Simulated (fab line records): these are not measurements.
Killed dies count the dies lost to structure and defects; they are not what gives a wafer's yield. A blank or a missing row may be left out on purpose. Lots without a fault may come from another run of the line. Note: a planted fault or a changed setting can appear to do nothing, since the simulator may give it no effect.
Chamber matching | flow nandHarc | 4 sister chambers for NHARC_A_WL_FILL_ALD_10 on aldHk-04
The step deposits SiO2, target thk 50 nm, pulse time 10 s, ald cycles 500. 7 wafers are shown with their chamber, then 7 later ones without.

## WAFERS, EACH WITH ITS CHAMBER
wafer  | chamber | heaterPowerW (W) | precursorPulseHeightRel
L454.5 | 0       | 442              | 0.992
L456.4 | 1       | 498              | 1.009
L456.2 | 3       | 607              | 0.968
L464.5 | 1       | 499              | 0.987
L464.6 | 2       | 510              | 0.994
L466.3 | 3       | 606              | 0.974
L466.5 | 2       | 508              | 0.997

## WAFERS MISSING THEIR CHAMBER
wafer  | heaterPowerW (W) | precursorPulseHeightRel
L466.6 | 492              | 1.000
L468.1 | 480              | 1.020
L468.2 | 578              | 1.030
L468.5 | 434              | 0.977
L471.1 | 468              | 0.982
L471.4 | 496              | 1.004
L471.6 | 488              | 1.063

## WHICH CHAMBER EACH WENT THROUGH
wafer  | from the rows above | in truth
L466.6 | 1                   | 1
L468.1 | 1                   | 1
L468.2 | 3                   | 3
L468.5 | 0                   | 0
L471.1 | 0                   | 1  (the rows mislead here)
L471.4 | 1                   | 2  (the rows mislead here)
L471.6 | 1                   | 1
Placed correctly: 5 of 7. Can't be placed from these rows: 0. Wrongly placed: 2.
How it was worked out, from the rows above alone: a wafer's distance from a chamber is the root of the sum, over the readings, of the square of ((its reading less the chamber's mean) divided by the reading's scatter). The wafer belongs to the nearest chamber; if the next one is less than 2 further off, it can't be placed. A chamber's mean is the mean of its shown wafers. The scatter is the square root of a quotient: the sum, over the shown wafers, of each reading's squared deviation from its chamber's mean, divided by wafers minus chambers.
